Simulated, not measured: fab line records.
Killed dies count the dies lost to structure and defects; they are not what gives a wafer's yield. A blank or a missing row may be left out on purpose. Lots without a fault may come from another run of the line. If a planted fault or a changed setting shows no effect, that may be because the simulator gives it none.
Which tool is to blame? ; flow n5 finfet ; 72 wafers from 24 lots sampled at 3 of the route's 1938 steps

WHAT THE GAUGES SHOWED, per wafer
N5_BEOL_M11_THK_MEAS_01. Usual: for M11_ILD_THK the level is 268 nm and the standard deviation is 3.5.
lot;measured;on;M11_ILD_THK (nm);flag
L074;day 10 08:48;film metro-02;272 273 270;
L075;day 10 09:32;film metro-02;264 268 269;
L076;day 10 12:59;film metro-01;267 273 270;
L078;day 11 03:38;film metro-02;261 267 270;
L077;day 11 04:40;film metro-01;264 271 267;
L079;day 11 04:49;film metro-02;263 266 273;
L080;day 11 11:17;film metro-01;265 263 265;
L081;day 11 20:17;film metro-01;265 267 270;
L082;day 12 03:13;film metro-02;267 271 269;
L083;day 12 06:32;film metro-02;267 263 269;
L084;day 12 16:54;film metro-02;266 260 268;
L085;day 12 21:01;film metro-01;269 270 273;
L086;day 13 04:38;film metro-01;262 267 264;
L088;day 13 10:26;film metro-02;266 265 275;
L089;day 13 14:46;film metro-01;266 265 270;
L090;day 13 16:34;film metro-02;270 262 267;
L087;day 13 21:00;film metro-02;266 263 268;
L091;day 13 23:04;film metro-02;274 268 271;
L092;day 15 14:13;film metro-01;270 271 271;
L093;day 15 15:28;film metro-01;267 268 272;
L097;day 15 15:55;film metro-02;266 270 267;
L094;day 15 16:37;film metro-01;273 271 278;
L095;day 15 19:58;film metro-01;264 271 273;
L096;day 16 19:43;film metro-01;270 271 267;

N5_BEOL_M11_CD_MEAS_28 targets a cd of 70 nm. Usual: 70.1 nm for cd nm, sd 0.86.
lot;measured;on;cd nm (nm);flag
L074;day 10 14:16;cd sem-03;70.6 70.5 69.9;
L075;day 10 14:25;cd sem-03;70.1 69.1 70.3;
L076;day 10 17:04;cd sem-02;69.6 71.1 69.6;
L078;day 11 07:53;cd sem-03;72.5 71.4 72.5;
L077;day 11 08:26;cd sem-02;69.6 70.6 69.9;
L079;day 11 08:16;cd sem-01;68.6 68.5 70.4;
L080;day 11 13:53;cd sem-03;70.8 70.5 70.7;
L081;day 11 23:50;cd sem-01;71.6 71.3 70.5;
L082;day 12 07:39;cd sem-02;68.5 69.6 70.2;
L083;day 12 11:14;cd sem-01;71.9 70.3 70.9;
L084;day 12 18:52;cd sem-03;69.9 70.4 69.8;
L085;day 12 23:55;cd sem-01;69.6 70.2 70.5;
L086;day 13 06:34;cd sem-03;70.4 69.9 70.4;
L088;day 13 12:34;cd sem-02;69.8 70.5 69.0;
L089;day 13 19:11;cd sem-02;70.7 69.8 70.2;
L090;day 13 19:36;cd sem-02;70.3 71.5 70.0;
L087;day 13 23:20;cd sem-02;69.3 69.9 70.1;
L091;day 14 01:13;cd sem-02;69.7 69.4 69.0;
L092;day 15 16:28;cd sem-02;69.3 69.5 69.8;
L093;day 15 19:37;cd sem-03;70.7 70.3 71.8;
L097;day 15 19:27;cd sem-03;69.1 70.2 68.6;
L094;day 15 19:47;cd sem-02;69.8 69.5 70.6;
L095;day 15 22:58;cd sem-01;71.9 68.7 70.5;
L096;day 17 00:18;cd sem-03;68.9 69.9 69.8;

WHICH TOOL RAN EACH LOT (tool, then ch and the chambers of the sampled wafers, then the start)
lot;N5_BEOL_M11_STRIP_19
L074;rie diel-02 ch 0,1,3, day 10 11:17
L075;rie diel-02 ch 0,1,2, day 10 11:36
L076;rie diel-02 ch 0,1,2, day 10 15:39
L078;rie diel-06 ch 0,1,2, day 11 06:57
L077;rie diel-02 ch 0,2,3, day 11 07:55
L079;rie diel-06 ch 0,1,3, day 11 07:55
L080;rie diel-02 ch 0,2,3, day 11 13:32
L081;rie diel-02 ch 0,3, day 11 22:14
L082;rie diel-04 ch 0,2,3, day 12 05:12
L083;rie diel-02 ch 0,1,2, day 12 09:46
L084;rie diel-06 ch 0,2,3, day 12 18:22
L085;rie diel-02 ch 0,1, day 12 22:58
L086;rie diel-04 ch 0,1, day 13 05:56
L088;rie diel-06 ch 0,1, day 13 12:04
L089;rie diel-06 ch 0,1,2, day 13 15:52
L090;rie diel-06 ch 0,1,3, day 13 18:46
L087;rie diel-06 ch 1,2,3, day 13 22:58
L091;rie diel-02 ch 0,1,2, day 14 00:43
L092;rie diel-04 ch 2,3, day 15 15:26
L093;rie diel-04 ch 1,3, day 15 17:59
L097;rie diel-04 ch 2,3, day 15 18:42
L094;rie diel-06 ch 0,1,2, day 15 18:56
L095;rie diel-02 ch 1,3, day 15 21:38
L096;rie diel-02 ch 0,1, day 16 21:29
- N5_BEOL_M11_STRIP_19: strips in O2.

AS READ BY THE TOOLS THEMSELVES (means over the sampled wafers that have a number; for cases with no such wafer, the mark the record gives instead)
N5_BEOL_M11_STRIP_19. Usual: drypump motor current A 5.6 A, standard deviation 0.36; oes product au 0.80 a.u., standard deviation 0.088; rf vpp V 3.7 V, standard deviation 0.59; showerhead plenum p Torr 2.10 Torr, standard deviation 0.047; throttle valve pct 16.69 %, standard deviation 0.28.
lot;tool;drypump motor current A (A);oes product au (a.u.);rf vpp V (V);showerhead plenum p Torr (Torr);throttle valve pct (%);flag
L074;rie diel-02;5.6;0.86;3.7;2.14;16.72;
L075;rie diel-02;5.7;0.82;4.1;2.12;16.77;
L076;rie diel-02;5.7;0.82;3.9;2.12;16.80;
L078;rie diel-06;5.5;0.76;3.6;2.10;16.74;
L077;rie diel-02;5.4;0.79;3.6;2.11;16.57;
L079;rie diel-06;5.3;0.73;3.7;2.09;16.87;
L080;rie diel-02;5.4;0.79;3.5;2.11;16.57;
L081;rie diel-02;5.3;0.86;3.6;2.13;16.65;
L082;rie diel-04;5.8;0.71;3.6;2.13;16.61;
L083;rie diel-02;5.7;0.80;4.1;2.11;16.81;
L084;rie diel-06;5.5;0.84;4.0;2.07;16.68;
L085;rie diel-02;5.7;0.86;3.5;2.14;16.89;
L086;rie diel-04;6.0;0.72;3.7;2.04;16.59;
L088;rie diel-06;5.2;0.89;3.9;2.12;16.42;
L089;rie diel-06;5.5;0.84;3.8;2.09;16.62;
L090;rie diel-06;5.3;0.80;3.7;2.08;16.73;
L087;rie diel-06;5.6;0.76;3.1;2.05;16.93;
L091;rie diel-02;5.7;0.79;3.8;2.11;16.83;
L092;rie diel-04;5.6;0.70;3.9;2.15;16.66;
L093;rie diel-04;5.5;0.73;3.7;2.10;16.67;
L097;rie diel-04;5.8;0.69;3.3;2.16;16.66;
L094;rie diel-06;5.5;0.82;3.4;2.09;16.64;
L095;rie diel-02;5.5;0.78;3.4;2.11;16.66;
L096;rie diel-02;5.9;0.82;3.9;2.13;17.03;

THE ANSWER, worked out from the rows above alone
Rule: a lot is off if the mean of its wafers that have a number lies more than 3 standard deviations from the usual mean. Also off: a lot with no number at a reading for which 4 or more lots have one. All remaining lots with rows at the step are treated as sound. After the gauges, taken in route order, come the tools' own readings; for these a lot's mean is taken, as printed above. The first step at which some lot is off is used, and at that step the reading that is off furthest; a lot without a number counts as furthest.
Across all readings shown, no lot is off: no conclusion can be drawn from this.

WHAT WAS PUT IN BY THE SIMULATOR
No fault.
